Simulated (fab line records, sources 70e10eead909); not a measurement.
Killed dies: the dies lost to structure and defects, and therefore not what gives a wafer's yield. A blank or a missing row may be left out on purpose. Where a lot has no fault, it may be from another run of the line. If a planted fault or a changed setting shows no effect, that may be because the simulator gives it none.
Which tool is to blame? :: flow nand harc :: 14 lots, 42 wafers sampled, at 4 steps of a route of 1302

== WHAT EACH GAUGE READ, for each wafer ==
NHARC_P_CONTACT_OVL_MEAS_13. Usual: overlay x nm 0.3 nm, standard deviation 0.81; overlay y nm 0.0 nm, standard deviation 0.75.
lot: L259
measured: day 5 19:51
on: overlay-01
overlay x nm (nm): 1.5 0.2 0.9
overlay y nm (nm): 0.7 0.6 -0.4
flag: 

lot: L261
measured: day 6 12:20
on: overlay-02
overlay x nm (nm): -0.9 -1.0 -0.9
overlay y nm (nm): 0.2 0.2 -0.1
flag: 

lot: L262
measured: day 7 06:34
on: overlay-01
overlay x nm (nm): -1.1 0.0 -0.4
overlay y nm (nm): 0.2 0.2 -0.4
flag: 

lot: L264
measured: day 7 21:11
on: overlay-01
overlay x nm (nm): - - -
overlay y nm (nm): - - -
flag: OFF

lot: L265
measured: day 8 09:22
on: overlay-02
overlay x nm (nm): - - -
overlay y nm (nm): - - -
flag: OFF

lot: L267
measured: day 9 09:57
on: overlay-01
overlay x nm (nm): -0.8 -0.6 -0.9
overlay y nm (nm): -0.8 -1.5 -0.8
flag: 

lot: L273
measured: day 12 04:20
on: overlay-01
overlay x nm (nm): -0.2 -0.3 0.2
overlay y nm (nm): -1.7 -2.4 -2.3
flag: 

lot: L275
measured: day 12 14:29
on: overlay-01
overlay x nm (nm): 0.2 0.4 0.1
overlay y nm (nm): 0.9 0.7 0.6
flag: 

lot: L277
measured: day 13 11:20
on: overlay-02
overlay x nm (nm): -0.9 -1.0 -0.6
overlay y nm (nm): 0.3 0.6 0.6
flag: 

lot: L278
measured: day 14 01:03
on: overlay-01
overlay x nm (nm): 1.3 1.3 1.1
overlay y nm (nm): -0.2 0.2 0.1
flag: 

lot: L279
measured: day 14 11:26
on: overlay-01
overlay x nm (nm): 0.1 0.3 -0.2
overlay y nm (nm): -0.1 0.5 0.0
flag: 

lot: L280
measured: day 15 10:13
on: overlay-01
overlay x nm (nm): 0.2 0.7 0.6
overlay y nm (nm): 0.0 0.1 0.6
flag: 

lot: L281
measured: day 15 19:43
on: overlay-02
overlay x nm (nm): -0.4 -0.2 0.2
overlay y nm (nm): 0.3 -0.2 -0.1
flag: 

lot: L282
measured: day 15 21:00
on: overlay-02
overlay x nm (nm): 0.4 0.3 0.2
overlay y nm (nm): 0.4 0.8 1.3
flag: 

== EACH LOT AND THE TOOL THAT RAN IT (in order: tool; ch and the chambers of the sampled wafers; start) ==
lot: L259
NHARC_P_GATE_ETCHBACK_37: rie diel-02 ch 0,2,3, day 5 13:40 or earlier
NHARC_P_GATE_DESCUM_61: rie diel-07 ch 1,2, day 5 13:40
NHARC_P_CONTACT_DEVELOP_11: litho track-04 ch 0, day 5 19:00

lot: L261
NHARC_P_GATE_ETCHBACK_37: rie diel-01 ch 0,2,3, day 6 05:52 or earlier
NHARC_P_GATE_DESCUM_61: rie diel-02 ch 0,3, day 6 05:52
NHARC_P_CONTACT_DEVELOP_11: litho track-01 ch 0, day 6 12:00

lot: L262
NHARC_P_GATE_ETCHBACK_37: rie diel-07 ch 0,2, day 7 00:16 or earlier
NHARC_P_GATE_DESCUM_61: rie diel-01 ch 1,3, day 7 00:16
NHARC_P_CONTACT_DEVELOP_11: litho track-06 ch 0, day 7 06:00

lot: L264
NHARC_P_GATE_ETCHBACK_37: rie diel-02 ch 0,2, day 7 15:01 or earlier
NHARC_P_GATE_DESCUM_61: rie diel-07 ch 0,1,3, day 7 15:01
NHARC_P_CONTACT_DEVELOP_11: litho track-06, day 7 21:00

lot: L265
NHARC_P_GATE_ETCHBACK_37: rie diel-02 ch 0,1,3, day 8 03:10 or earlier
NHARC_P_GATE_DESCUM_61: rie diel-07 ch 0,1,3, day 8 03:10
NHARC_P_CONTACT_DEVELOP_11: litho track-04, day 8 09:00

lot: L267
NHARC_P_GATE_ETCHBACK_37: rie diel-07 ch 0,3, day 9 03:35 or earlier
NHARC_P_GATE_DESCUM_61: rie diel-07 ch 2,3, day 9 03:35
NHARC_P_CONTACT_DEVELOP_11: litho track-06 ch 0, day 9 09:00

lot: L273
NHARC_P_GATE_ETCHBACK_37: rie diel-02 ch 0,1,2, day 11 22:11 or earlier
NHARC_P_GATE_DESCUM_61: rie diel-01 ch 0,1,2, day 11 22:11
NHARC_P_CONTACT_DEVELOP_11: litho track-04 ch 0, day 12 04:00

lot: L275
NHARC_P_GATE_ETCHBACK_37: rie diel-01 ch 2,3, day 12 08:19 or earlier
NHARC_P_GATE_DESCUM_61: rie diel-01 ch 0,1,2, day 12 08:19
NHARC_P_CONTACT_DEVELOP_11: litho track-04 ch 0, day 12 14:00

lot: L277
NHARC_P_GATE_ETCHBACK_37: rie diel-02 ch 0,2, day 13 04:59 or earlier
NHARC_P_GATE_DESCUM_61: rie diel-07 ch 1,2,3, day 13 04:59
NHARC_P_CONTACT_DEVELOP_11: litho track-06 ch 0, day 13 11:00

lot: L278
NHARC_P_GATE_ETCHBACK_37: rie diel-02 ch 2,3, day 13 18:54 or earlier
NHARC_P_GATE_DESCUM_61: rie diel-01 ch 0,2,3, day 13 18:54
NHARC_P_CONTACT_DEVELOP_11: litho track-04 ch 0, day 14 00:00

lot: L279
NHARC_P_GATE_ETCHBACK_37: rie diel-01 ch 0,1, day 14 05:22 or earlier
NHARC_P_GATE_DESCUM_61: rie diel-01 ch 0,1, day 14 05:22
NHARC_P_CONTACT_DEVELOP_11: litho track-01 ch 0, day 14 11:00

lot: L280
NHARC_P_GATE_ETCHBACK_37: rie diel-02 ch 1,2,3, day 14 16:37 or earlier
NHARC_P_GATE_DESCUM_61: rie diel-07 ch 1,2,3, day 14 16:37
NHARC_P_CONTACT_DEVELOP_11: litho track-01 ch 0, day 15 10:00

lot: L281
NHARC_P_GATE_ETCHBACK_37: rie diel-02 ch 0,2, day 15 05:53 or earlier
NHARC_P_GATE_DESCUM_61: rie diel-01 ch 0,1,3, day 15 05:53
NHARC_P_CONTACT_DEVELOP_11: litho track-04 ch 0, day 15 19:00

lot: L282
NHARC_P_GATE_ETCHBACK_37: rie diel-01 ch 0,1, day 15 06:52 or earlier
NHARC_P_GATE_DESCUM_61: rie diel-02 ch 1,3, day 15 06:52
NHARC_P_CONTACT_DEVELOP_11: litho track-01 ch 0, day 15 20:00
- NHARC_P_GATE_ETCHBACK_37: etches the open film in CHF3/O2, target depth 34.5 nm, time 17.2 s.
- NHARC_P_GATE_DESCUM_61: chemistry O2, time 3 s.
- NHARC_P_CONTACT_DEVELOP_11: develop time 35 s.

== AS READ BY THE TOOLS THEMSELVES (means over the sampled wafers that have a number; for cases with no such wafer, the mark the record gives instead) ==
NHARC_P_GATE_ETCHBACK_37. Usual: drypump motor current A 5.8 A, standard deviation 0.32; oes product au 0.934 a.u., standard deviation 0.023; rf vpp V 369.3 V, standard deviation 1.8; showerhead plenum p Torr 2.34 Torr, standard deviation 0.075; throttle valve pct 20.572 %, standard deviation 0.0096.
lot: L259
tool: rie diel-02
drypump motor current A (A): 5.9
oes product au (a.u.): 0.925
rf vpp V (V): 367.9
showerhead plenum p Torr (Torr): 2.31
throttle valve pct (%): 20.566
flag: 

lot: L261
tool: rie diel-01
drypump motor current A (A): 5.6
oes product au (a.u.): 0.926
rf vpp V (V): 371.5
showerhead plenum p Torr (Torr): 2.39
throttle valve pct (%): 20.568
flag: 

lot: L262
tool: rie diel-07
drypump motor current A (A): 5.4
oes product au (a.u.): 0.923
rf vpp V (V): 373.2
showerhead plenum p Torr (Torr): 2.54
throttle valve pct (%): 20.562
flag: 

lot: L264
tool: rie diel-02
drypump motor current A (A): 5.9
oes product au (a.u.): 0.914
rf vpp V (V): 368.0
showerhead plenum p Torr (Torr): 2.29
throttle valve pct (%): 20.572
flag: 

lot: L265
tool: rie diel-02
drypump motor current A (A): 5.8
oes product au (a.u.): 0.926
rf vpp V (V): 367.6
showerhead plenum p Torr (Torr): 2.30
throttle valve pct (%): 20.569
flag: 

lot: L267
tool: rie diel-07
drypump motor current A (A): 5.5
oes product au (a.u.): 0.922
rf vpp V (V): 372.2
showerhead plenum p Torr (Torr): 2.48
throttle valve pct (%): 20.578
flag: 

lot: L273
tool: rie diel-02
drypump motor current A (A): 5.9
oes product au (a.u.): 0.922
rf vpp V (V): 368.8
showerhead plenum p Torr (Torr): 2.29
throttle valve pct (%): 20.576
flag: 

lot: L275
tool: rie diel-01
drypump motor current A (A): 5.4
oes product au (a.u.): 0.928
rf vpp V (V): 370.2
showerhead plenum p Torr (Torr): 2.39
throttle valve pct (%): 20.574
flag: 

lot: L277
tool: rie diel-02
drypump motor current A (A): 5.8
oes product au (a.u.): 0.918
rf vpp V (V): 369.0
showerhead plenum p Torr (Torr): 2.30
throttle valve pct (%): 20.567
flag: 

lot: L278
tool: rie diel-02
drypump motor current A (A): 6.0
oes product au (a.u.): 0.923
rf vpp V (V): 367.3
showerhead plenum p Torr (Torr): 2.30
throttle valve pct (%): 20.574
flag: 

lot: L279
tool: rie diel-01
drypump motor current A (A): 5.5
oes product au (a.u.): 0.944
rf vpp V (V): 370.0
showerhead plenum p Torr (Torr): 2.35
throttle valve pct (%): 20.572
flag: 

lot: L280
tool: rie diel-02
drypump motor current A (A): 6.0
oes product au (a.u.): 0.918
rf vpp V (V): 368.6
showerhead plenum p Torr (Torr): 2.28
throttle valve pct (%): 20.577
flag: 

lot: L281
tool: rie diel-02
drypump motor current A (A): 5.7
oes product au (a.u.): 0.928
rf vpp V (V): 368.5
showerhead plenum p Torr (Torr): 2.30
throttle valve pct (%): 20.573
flag: 

lot: L282
tool: rie diel-01
drypump motor current A (A): 5.8
oes product au (a.u.): 0.931
rf vpp V (V): 370.6
showerhead plenum p Torr (Torr): 2.38
throttle valve pct (%): 20.567
flag: 

NHARC_P_GATE_DESCUM_61. Usual: drypump motor current A 5.7 A, standard deviation 0.37; oes product au 1.001 a.u., standard deviation 0.011; rf vpp V 57.6 V, standard deviation 0.82; showerhead plenum p Torr 1.89 Torr, standard deviation 0.072; throttle valve pct 11.310 %, standard deviation 0.0094.
lot: L259
tool: rie diel-07
drypump motor current A (A): 5.7
oes product au (a.u.): 1.000
rf vpp V (V): 57.0
showerhead plenum p Torr (Torr): 1.88
throttle valve pct (%): 11.303
flag: 

lot: L261
tool: rie diel-02
drypump motor current A (A): 5.7
oes product au (a.u.): 0.991
rf vpp V (V): 57.1
showerhead plenum p Torr (Torr): 1.85
throttle valve pct (%): 11.303
flag: 

lot: L262
tool: rie diel-01
drypump motor current A (A): 5.5
oes product au (a.u.): 1.008
rf vpp V (V): 58.0
showerhead plenum p Torr (Torr): 1.86
throttle valve pct (%): 11.310
flag: 

lot: L264
tool: rie diel-07
drypump motor current A (A): 5.7
oes product au (a.u.): 0.991
rf vpp V (V): 57.5
showerhead plenum p Torr (Torr): 1.91
throttle valve pct (%): 11.311
flag: 

lot: L265
tool: rie diel-07
drypump motor current A (A): 5.7
oes product au (a.u.): 0.993
rf vpp V (V): 58.2
showerhead plenum p Torr (Torr): 1.91
throttle valve pct (%): 11.303
flag: 

lot: L267
tool: rie diel-07
drypump motor current A (A): 6.1
oes product au (a.u.): 1.003
rf vpp V (V): 58.7
showerhead plenum p Torr (Torr): 1.92
throttle valve pct (%): 11.309
flag: 

lot: L273
tool: rie diel-01
drypump motor current A (A): 5.6
oes product au (a.u.): 1.013
rf vpp V (V): 56.9
showerhead plenum p Torr (Torr): 1.90
throttle valve pct (%): 11.312
flag: 

lot: L275
tool: rie diel-01
drypump motor current A (A): 5.5
oes product au (a.u.): 1.016
rf vpp V (V): 57.6
showerhead plenum p Torr (Torr): 1.90
throttle valve pct (%): 11.314
flag: 

lot: L277
tool: rie diel-07
drypump motor current A (A): 6.0
oes product au (a.u.): 0.994
rf vpp V (V): 58.3
showerhead plenum p Torr (Torr): 1.88
throttle valve pct (%): 11.308
flag: 

lot: L278
tool: rie diel-01
drypump motor current A (A): 5.7
oes product au (a.u.): 1.005
rf vpp V (V): 57.3
showerhead plenum p Torr (Torr): 1.90
throttle valve pct (%): 11.307
flag: 

lot: L279
tool: rie diel-01
drypump motor current A (A): 5.6
oes product au (a.u.): 1.019
rf vpp V (V): 57.1
showerhead plenum p Torr (Torr): 1.87
throttle valve pct (%): 11.297
flag: 

lot: L280
tool: rie diel-07
drypump motor current A (A): 6.0
oes product au (a.u.): 1.003
rf vpp V (V): 57.5
showerhead plenum p Torr (Torr): 1.88
throttle valve pct (%): 11.310
flag: 

lot: L281
tool: rie diel-01
drypump motor current A (A): 5.7
oes product au (a.u.): 1.012
rf vpp V (V): 57.2
showerhead plenum p Torr (Torr): 1.87
throttle valve pct (%): 11.308
flag: 

lot: L282
tool: rie diel-02
drypump motor current A (A): 6.0
oes product au (a.u.): 1.009
rf vpp V (V): 57.0
showerhead plenum p Torr (Torr): 1.83
throttle valve pct (%): 11.316
flag: 

NHARC_P_CONTACT_DEVELOP_11. Usual: chill plate temp C 22.98 C, standard deviation 0.1.
lot: L259
tool: litho track-04
chill plate temp C (C): 22.96
flag: 

lot: L261
tool: litho track-01
chill plate temp C (C): 22.92
flag: 

lot: L262
tool: litho track-06
chill plate temp C (C): 22.99
flag: 

lot: L264
tool: litho track-06
chill plate temp C (C): -
flag: OFF

lot: L265
tool: litho track-04
chill plate temp C (C): -
flag: OFF

lot: L267
tool: litho track-06
chill plate temp C (C): 23.00
flag: 

lot: L273
tool: litho track-04
chill plate temp C (C): 22.97
flag: 

lot: L275
tool: litho track-04
chill plate temp C (C): 23.07
flag: 

lot: L277
tool: litho track-06
chill plate temp C (C): 22.97
flag: 

lot: L278
tool: litho track-04
chill plate temp C (C): 22.93
flag: 

lot: L279
tool: litho track-01
chill plate temp C (C): 22.92
flag: 

lot: L280
tool: litho track-01
chill plate temp C (C): 23.04
flag: 

lot: L281
tool: litho track-04
chill plate temp C (C): 23.02
flag: 

lot: L282
tool: litho track-01
chill plate temp C (C): 23.00
flag: 

== THE ANSWER, worked out from the rows above alone ==
Rule: lot off if the mean of its wafers having a number is beyond 3 standard deviations from the usual mean. Also off: a lot with no number at a reading for which 4 or more lots have one. Any other lot the step has rows for is counted as sound. After the gauges, taken in route order, come the tools' own readings; for these a lot's mean is taken, as printed above. The first step at which some lot is off is used, and at that step the reading that is off furthest; a lot without a number counts as furthest.
Off, at NHARC_P_CONTACT_OVL_MEAS_13 on overlay x nm: L264, L265. Without a number there: L264, L265.
If a tool, at a process step before that reading, ran all the lots that are off and no sound lot after the first of them, it fits. The gauges at NHARC_P_CONTACT_OVL_MEAS_13 aren't tried: what is off there is off at NHARC_P_CONTACT_DEVELOP_11 too, on other tools, and a gauge's error can't cause that. With no start given for some of its lots, NHARC_P_GATE_ETCHBACK_37 uses the hours and lot order of NHARC_P_GATE_DESCUM_61. Of those tried, none fits.

== WHAT HAD BEEN PUT IN BY THE SIMULATOR ==
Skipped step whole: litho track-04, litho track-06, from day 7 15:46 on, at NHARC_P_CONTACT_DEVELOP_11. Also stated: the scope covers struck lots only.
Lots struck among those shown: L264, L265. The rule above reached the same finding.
